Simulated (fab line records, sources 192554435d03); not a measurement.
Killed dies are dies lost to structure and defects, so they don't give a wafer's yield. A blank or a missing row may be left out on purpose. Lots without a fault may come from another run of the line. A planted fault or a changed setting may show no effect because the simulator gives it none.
fab line records | flow n5_finfet | part 2 of 2: steps 6 to 6 of 6
record lots=9 wafers=27 last_day=15
route steps=1938 shown MOL_CONTACT_COAG@627 BEOL_M0_SAQP@636 BEOL_M4@1111 PASSIVATION@1936
lots that met no fault: from a run of the same line without faults
start_h: hours from the record's first day to the start of the lot's first wafer shown | wait_h: hours since the lot's step before | " the same as in the row above | L1.1+2: a row that stands for several wafers | - no value, or no start given | * or withheld: withheld | < > ~ a bound
route shown NAME@n: a module of which the file shows steps, and the number in the route of the first | usual: mean/standard deviation of fault-free wafers | same: alike in all rows | chamber/n: place in a boat | sites: the reading at each site | _std_site: their standard deviation | _edge_site: outer sites' mean less inner sites' | radius_mm: how far each site lies from the wafer's centre | mask NAME#n: copy n | behind: the tool/chamber that last shaped the wafer | hold: why the lot was held/for how many hours/how that ended | device: the transistor (n, p or np) that didn't switch | end of line: the same wafers' tests at the end of the route | a step without rows: its recipe alone | killed: dies lost to structure and defects at the first sort, not the wafer's yield | map: a wafer's dies, x killed, . not, _ none there
set.NAME: the setting as run; set.NAME@STEP: as run at that earlier step | model.NAME: the simulator's own value behind a step, which no gauge read
steps of the route over a sample of lots; a table a step, a row a wafer
services: from which hour (start_h, from the record's first day; less than 0 if before it) a tool's chamber was out of use, for how many hours, and why
## steps
# step N5_PASSIVATION_PROBE_49
# usual defect_limited_yield=91.2/1.4 killed_at_M0_to_M3=34/9.4 killed_at_M4_up=13/5.8 killed_at_contacts=13/6.4 killed_at_front_end=41/11 killed_at_other=3.1/2.3 killed_dies=103/16 killed_open=69/12 killed_short=33/7.8 sort_bin_5_function=5.1/0.91 sort_bin_6_memory=3.3/0.63 sort_bin_8_speed=0/0 sort_n_pass=1077/16 sort_yield_pct=91.2/1.4
# same gross_dies=1180 killed_at_back_side=0 sort_bin_4_leakage[%]=0
# columns lot.wafer tool chamber start_h wait_h defect_limited_yield[%] killed_at_M0_to_M3 killed_at_M4_up killed_at_contacts killed_at_front_end killed_at_other killed_dies killed_open killed_short sort_bin_5_function[%] sort_bin_6_memory[%] sort_bin_8_speed[%] sort_n_pass sort_yield_pct[%]
L606.2 prober-02 - 283.83 0.1 90.8 32 9 10 58 0 109 82 26 5.7 3.4 0 1071 90.8
L606.4 prober-02 - 283.93 0.2 89.6 33 7 16 64 3 123 84 38 6.6 3.4 0 1057 89.6
L606.5 prober-02 - 283.98 0.2 90.9 32 6 13 54 2 107 84 22 5.3 3.7 0 1073 90.9
L607.3 prober-01 - 289.47 0.1 89.9 45 8 14 51 1 119 64 54 6.4 3.1 0 1061 89.9
L607.5 prober-01 - 289.57 0.2 91.9 37 8 11 31 8 95 59 36 4.7 3.0 0 1085 91.9
L607.6 prober-01 - 289.62 0.3 89.7 36 14 18 53 0 121 76 45 5.9 4.0 0 1059 89.7
L610.2 prober-02 - 312.64 0.1 91.6 35 19 8 36 1 99 74 25 4.5 3.6 0 1081 91.6
L610.5 prober-02 - 312.79 0.2 91.2 32 5 13 52 2 104 78 26 4.9 3.8 0 1076 91.2
L610.6 prober-02 - 312.84 0.3 89.0 36 18 19 51 6 130 86 44 6.8 4.0 0 1050 89.0
L611.1 prober-01 - 313.93 0.0 91.9 41 20 10 22 3 96 57 39 4.9 3.1 0 1084 91.9
L611.2 prober-01 - 313.98 0.1 90.9 28 14 10 52 3 107 76 31 5.4 3.6 0 1073 90.9
L611.3 prober-01 - 314.03 0.1 91.9 36 16 0 43 1 96 68 24 4.9 2.8 0 1084 91.9
L613.2 prober-01 - 331.21 0.1 90.9 40 20 11 33 3 107 66 39 4.9 3.8 0 1073 90.9
L613.5 prober-01 - 331.36 0.2 92.5 54 5 8 18 3 88 46 41 4.7 2.2 0 1092 92.5
L613.6 prober-01 - 331.41 0.3 90.9 45 16 8 35 3 107 65 37 5.3 3.3 0 1073 90.9
L616.3 prober-02 - 342.91 0.1 93.1 32 13 9 25 2 81 49 31 3.6 3.0 25.93 793 67.2
L616.4 prober-02 - 342.96 0.2 89.6 35 13 8 65 2 123 73 49 5.7 4.2 25.59 755 64.0
L616.5 prober-02 - 343.01 0.2 90.6 44 19 7 38 3 111 74 37 5.3 3.9 25.68 766 64.9
L615.2 prober-01 - 343.46 0.1 91.9 28 12 8 45 2 95 59 35 5.1 2.7 57.88 402 34.1
L615.5 prober-01 - 343.61 0.2 92.4 25 12 12 40 1 90 58 30 4.9 2.2 70.25 261 22.1
L615.6 prober-01 - 343.66 0.3 94.2 10 11 9 38 0 68 42 26 3.6 1.6 80.93 157 13.3
L618.2 prober-01 - 355.35 0.1 89.9 33 16 12 55 3 119 81 37 6.1 3.6 55.08 411 34.8
L618.3 prober-01 - 355.40 0.1 92.1 29 7 12 39 6 93 69 22 4.2 3.6 31.10 720 61.0
L618.5 prober-01 - 355.50 0.2 91.0 25 10 15 52 4 106 74 28 5.1 3.5 21.78 817 69.2
L617.1 prober-02 - 365.00 0.0 91.7 23 16 24 26 9 98 70 26 4.9 3.0 50.08 491 41.6
L617.4 prober-02 - 365.15 0.2 91.0 18 22 31 30 5 106 76 30 4.6 4.1 56.36 409 34.7
L617.5 prober-02 - 365.20 0.2 89.4 44 16 28 34 3 125 87 36 6.0 4.3 67.54 258 21.9
# killed by level:class
L606.2 STI_FIN_REVEAL:geometric_particle:open=19 FIN_SAQP:geometric_particle:open=15 BEOL_M2:geometric_particle:open=11 MOL_CONTACT_COAG:geometric_particle:open=8 BEOL_M1:geometric_particle:open=6 FIN_SAQP:geometric_particle:short=5 BEOL_M0_SAQP:geometric_particle:open=5 BEOL_M0_SAQP:geometric_particle:short=5
L606.4 MOL_CONTACT_COAG:geometric_particle:open=15 FIN_SAQP:geometric_particle:open=14 STI_FIN_REVEAL:geometric_particle:open=14 FIN_SAQP:geometric_particle:short=10 BEOL_M1:geometric_particle:short=8 BEOL_M2:geometric_particle:open=7 ILD0:geometric_particle:open=5 BEOL_M0_SAQP:geometric_particle:open=5
L606.5 STI_FIN_REVEAL:geometric_particle:open=18 MOL_CONTACT_COAG:geometric_particle:open=13 FIN_SAQP:geometric_particle:open=12 BEOL_M0_SAQP:geometric_particle:open=9 STARTING-WAFER:geometric_particle:open=6 FIN_SAQP:geometric_particle:short=5 BEOL_M0:geometric_particle:open=5 BEOL_M2:geometric_particle:open=5
L607.3 BEOL_M0_SAQP:geometric_particle:short=18 MOL_CONTACT_COAG:geometric_particle:open=12 FIN_SAQP:geometric_particle:open=11 FIN_SAQP:geometric_particle:short=10 BEOL_M0_SAQP:geometric_particle:open=10 GATE_CUT:geometric_particle:short=9 BEOL_M1:geometric_particle:open=7 DUMMY_GATE:geometric_particle:open=6
L607.5 MOL_CONTACT_COAG:geometric_particle:open=9 BEOL_M0_SAQP:geometric_particle:short=8 BEOL_M1:geometric_particle:open=7 GATE_CUT:geometric_particle:short=6 DUMMY_GATE:geometric_particle:open=5 STI_FIN_REVEAL:geometric_particle:open=4 BEOL_M0:geometric_particle:open=4 BEOL_M1:geometric_particle:short=4
L607.6 FIN_SAQP:geometric_particle:open=16 BEOL_M0_SAQP:geometric_particle:short=12 MOL_CONTACT_COAG:geometric_particle:open=10 BEOL_M0_SAQP:geometric_particle:open=10 MOL_CONTACT_COAG:geometric_particle:short=8 FIN_SAQP:geometric_particle:short=7 ILD0:geometric_particle:open=7 ILD0:geometric_particle:short=6
L610.2 FIN_SAQP:geometric_particle:open=12 BEOL_M3:geometric_particle:open=9 BEOL_M0_SAQP:geometric_particle:short=8 BEOL_M4:geometric_particle:open=8 STI_FIN_REVEAL:geometric_particle:open=7 MOL_CONTACT_COAG:geometric_particle:open=7 BEOL_M1:geometric_particle:open=5 BEOL_M2:geometric_particle:open=5
L610.5 FIN_SAQP:geometric_particle:open=18 STI_FIN_REVEAL:geometric_particle:open=14 BEOL_M2:geometric_particle:open=13 MOL_CONTACT_COAG:geometric_particle:open=11 FIN_SAQP:geometric_particle:short=6 BEOL_M0_SAQP:geometric_particle:open=6 BEOL_M0_SAQP:geometric_particle:short=4 BEOL_M4:geometric_particle:open=4
L610.6 FIN_SAQP:geometric_particle:open=14 MOL_CONTACT_COAG:geometric_particle:open=14 FIN_SAQP:geometric_particle:short=13 BEOL_M4:geometric_particle:open=10 STI_FIN_REVEAL:geometric_particle:open=9 BEOL_M3:geometric_particle:open=8 BEOL_M1:geometric_particle:open=7 BEOL_M0_SAQP:geometric_particle:short=6
L611.1 BEOL_M0_SAQP:geometric_particle:short=12 BEOL_M3:geometric_particle:open=10 BEOL_M0_SAQP:geometric_particle:open=9 STI_FIN_REVEAL:geometric_particle:open=7 BEOL_M4:geometric_particle:short=5 MOL_CONTACT_COAG:geometric_particle:short=5 MOL_CONTACT_COAG:geometric_particle:open=5 BEOL_M4:geometric_particle:open=5
L611.2 STI_FIN_REVEAL:geometric_particle:open=24 BEOL_M0_SAQP:geometric_particle:short=10 MOL_CONTACT_COAG:geometric_particle:open=9 FIN_SAQP:geometric_particle:open=8 DUMMY_GATE:geometric_particle:open=6 BEOL_M0_SAQP:geometric_particle:open=6 BEOL_M4:geometric_particle:open=6 BEOL_M3:geometric_particle:open=5
L611.3 STI_FIN_REVEAL:geometric_particle:open=22 BEOL_M0_SAQP:geometric_particle:open=12 BEOL_M0_SAQP:geometric_particle:short=8 DUMMY_GATE:geometric_particle:open=7 BEOL_M2:geometric_particle:open=7 BEOL_M5:geometric_particle:open=5 STI_FIN_REVEAL:geometric_particle:short=3 BEOL_M1:geometric_particle:open=3
L613.2 BEOL_M0_SAQP:geometric_particle:open=10 BEOL_M4:geometric_particle:open=10 BEOL_M0_SAQP:geometric_particle:short=8 MOL_CONTACT_COAG:geometric_particle:open=8 BEOL_M1:geometric_particle:open=8 FIN_SAQP:geometric_particle:short=5 BEOL_M0:geometric_particle:open=5 DUMMY_GATE:geometric_particle:short=4
L613.5 BEOL_M0_SAQP:geometric_particle:short=23 BEOL_M0_SAQP:geometric_particle:open=14 BEOL_M2:geometric_particle:open=8 FIN_SAQP:geometric_particle:short=7 MOL_CONTACT_COAG:geometric_particle:open=6 BEOL_M0:geometric_particle:open=4 BEOL_M6:geometric_particle:open=3 FIN_SAQP:geometric_particle:open=2
L613.6 BEOL_M0_SAQP:geometric_particle:short=13 BEOL_M2:geometric_particle:open=9 BEOL_M0_SAQP:geometric_particle:open=9 FIN_SAQP:geometric_particle:short=7 STI_FIN_REVEAL:geometric_particle:open=7 GATE_CUT:geometric_particle:short=7 MOL_CONTACT_COAG:geometric_particle:open=7 FIN_SAQP:geometric_particle:open=4
L616.3 BEOL_M0_SAQP:geometric_particle:short=8 MOL_CONTACT_COAG:geometric_particle:open=7 STI_FIN_REVEAL:geometric_particle:open=6 BEOL_M3:geometric_particle:open=6 BEOL_M1:geometric_particle:open=5 BEOL_M2:geometric_particle:open=5 GATE_CUT:geometric_particle:short=4 FIN_SAQP:geometric_particle:short=3
L616.4 FIN_SAQP:geometric_particle:short=15 STI_FIN_REVEAL:geometric_particle:open=12 BEOL_M0_SAQP:geometric_particle:open=10 FIN_SAQP:geometric_particle:open=9 BEOL_M0_SAQP:geometric_particle:short=8 MOL_CONTACT_COAG:geometric_particle:open=7 GATE_CUT:geometric_particle:open=6 DUMMY_GATE:geometric_particle:open=5
L616.5 BEOL_M3:geometric_particle:open=12 BEOL_M0_SAQP:geometric_particle:short=10 BEOL_M0_SAQP:geometric_particle:open=9 DUMMY_GATE:geometric_particle:open=8 FIN_SAQP:geometric_particle:short=7 BEOL_M2:geometric_particle:open=6 BEOL_M4:geometric_particle:open=6 BEOL_M5:geometric_particle:open=6
L615.2 BEOL_M2:geometric_particle:open=14 STI_FIN_REVEAL:geometric_particle:open=12 FIN_SAQP:geometric_particle:short=11 GATE_CUT:geometric_particle:short=6 MOL_CONTACT_COAG:geometric_particle:open=6 FIN_SAQP:geometric_particle:open=5 BEOL_M0_SAQP:geometric_particle:short=5 BEOL_M0_SAQP:geometric_particle:open=5
L615.5 MOL_CONTACT_COAG:geometric_particle:open=8 FIN_SAQP:geometric_particle:short=7 STI_FIN_REVEAL:geometric_particle:open=7 BEOL_M2:geometric_particle:open=7 FIN_SAQP:geometric_particle:open=6 BEOL_M0_SAQP:geometric_particle:short=6 SPACER0:geometric_particle:open=4 MOL_CONTACT_COAG:geometric_particle:short=4
L615.6 FIN_SAQP:geometric_particle:short=10 STI_FIN_REVEAL:geometric_particle:open=7 MOL_CONTACT_COAG:geometric_particle:open=7 FIN_SAQP:geometric_particle:open=6 BEOL_M0_SAQP:geometric_particle:short=6 GATE_CUT:geometric_particle:open=4 BEOL_M4:geometric_particle:open=4 STARTING-WAFER:geometric_particle:open=3
L618.2 STI_FIN_REVEAL:geometric_particle:open=20 MOL_CONTACT_COAG:geometric_particle:open=11 BEOL_M0_SAQP:geometric_particle:open=10 BEOL_M0_SAQP:geometric_particle:short=8 ILD0:geometric_particle:open=6 ILD0:geometric_particle:short=5 GATE_CUT:geometric_particle:short=5 BEOL_M2:geometric_particle:open=5
L618.3 MOL_CONTACT_COAG:geometric_particle:open=12 BEOL_M3:geometric_particle:open=11 STI_FIN_REVEAL:geometric_particle:open=10 FIN_SAQP:geometric_particle:open=5 BEOL_M1:geometric_particle:open=5 BEOL_M3:geometric_particle:short=4 BEOL_M0_SAQP:geometric_particle:open=4 STARTING-WAFER:geometric_particle:open=4
L618.5 STI_FIN_REVEAL:geometric_particle:open=22 MOL_CONTACT_COAG:geometric_particle:open=11 BEOL_M0_SAQP:geometric_particle:open=8 DUMMY_GATE:geometric_particle:open=6 ILD0:geometric_particle:open=6 STI_FIN_REVEAL:geometric_particle:short=5 BEOL_M0_SAQP:geometric_particle:short=5 MOL_CONTACT_COAG:geometric_particle:short=4
L617.1 MOL_CONTACT_COAG:geometric_particle:open=21 STI_FIN_REVEAL:geometric_particle:open=9 BEOL_M4:geometric_particle:open=7 BEOL_M1:geometric_particle:open=6 BEOL_M0_SAQP:geometric_particle:short=5 BEOL_M2:geometric_particle:open=5 PAD_METAL:geometric_particle:short=5 DUMMY_GATE:geometric_particle:open=4
L617.4 MOL_CONTACT_COAG:geometric_particle:open=28 STI_FIN_REVEAL:geometric_particle:open=8 BEOL_M4:geometric_particle:short=6 BEOL_M4:geometric_particle:open=6 BEOL_M0_SAQP:geometric_particle:short=5 FIN_SAQP:geometric_particle:short=4 BEOL_M0_SAQP:geometric_particle:open=4 FIN_SAQP:geometric_particle:open=3
L617.5 MOL_CONTACT_COAG:geometric_particle:open=22 BEOL_M1:geometric_particle:open=15 STI_FIN_REVEAL:geometric_particle:open=13 BEOL_M0_SAQP:geometric_particle:short=8 BEOL_M0_SAQP:geometric_particle:open=7 MOL_CONTACT_COAG:geometric_particle:short=6 DUMMY_GATE:geometric_particle:open=5 BEOL_M1:geometric_particle:short=4
## services
# columns tool chamber start_h hours kind
cmp-03 - 94.83 0.4 repair
pecvd-04 0 98.25 5.5 scheduled_down
cmp-01 - 115.10 4.0 pm
cmp-02 - 117.19 3.8 repair
cmp-01 - 119.10 - consumable_replace:conditioner
cmp-01 - 119.10 - consumable_replace:pad
pecvd-01 1 121.59 2.1 scheduled_down
pecvd-02 2 130.08 5.5 scheduled_down
cmp-01 - 132.38 17.3 repair
pecvd-01 1 145.26 4.8 repair
pecvd-04 - 147.46 1.8 repair
cmp-02 - 172.36 4.9 pm
## key
first_sign step=N5_MOL_CONTACT_COAG_ANNEAL_112 reading=wafer_temp_C_max direction=down sigmas=93 usual=* struck=*
effect step=N5_MOL_CONTACT_COAG_ANNEAL_112 reading=spike_tc_bottom_C direction=down sigmas=41 usual=426.4 struck=389.7
effect step=N5_BEOL_M4_RC_MEAS_101 reading=SS_P direction=up sigmas=6.6 usual=73.4 struck=77.1
effect step=N5_BEOL_M4_RC_MEAS_101 reading=VT_P_LONG direction=down sigmas=6.6 usual=-275.0 struck=-293.7
effect step=N5_BEOL_M4_RC_MEAS_101 reading=VT_P_LVT direction=down sigmas=6.6 usual=-98.6 struck=-116.4
effect step=N5_BEOL_M4_RC_MEAS_101 reading=ION_P direction=down sigmas=6 usual=464 struck=425
effect step=N5_BEOL_M4_RC_MEAS_101 reading=VT_P direction=down sigmas=5.7 usual=-250 struck=-267
effect step=N5_BEOL_M4_RC_MEAS_101 reading=VT_N_LONG direction=up sigmas=5.1 usual=275.0 struck=284.5
effect step=N5_BEOL_M4_RC_MEAS_101 reading=SS_N direction=up sigmas=3.8 usual=71.6 struck=73.4
effect step=N5_BEOL_M4_RC_MEAS_101 reading=IOFF_N_LONG direction=up sigmas=3.6 usual=5.55e-05 struck=6.36e-05
effect step=N5_BEOL_M4_RC_MEAS_101 reading=VT_N direction=up sigmas=3.5 usual=250.0 struck=258.7
effect step=N5_BEOL_M4_RC_MEAS_101 reading=VT_N_LVT direction=up sigmas=3.3 usual=99.0 struck=108.2
effect step=N5_BEOL_M4_RC_MEAS_101 reading=ION_N direction=down sigmas=3.2 usual=674 struck=647
effect step=N5_BEOL_M4_RC_MEAS_101 reading=IOFF_P direction=down sigmas=1.6 usual=0.217 struck=0.171
effect step=N5_PASSIVATION_PROBE_49 reading=sort_bin_8_speed direction=up sigmas=99+ usual=0 struck=47.35
met_at N5_MOL_CONTACT_COAG_ANNEAL_112
struck_lots L615,L616,L617,L618
not_acting_at N5_MOL_CONTACT_COAG_CMP_52,N5_MOL_CONTACT_COAG_THK_MEAS_53,N5_BEOL_M0_SAQP_PECVD_96
fault kind=process_parameter_drift tool=hp_anneal-01 chamber=- onset_h=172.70 steps=N5_MOL_CONTACT_COAG_ANNEAL_112 channel=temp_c offset=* shape=step end_h=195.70 stated=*
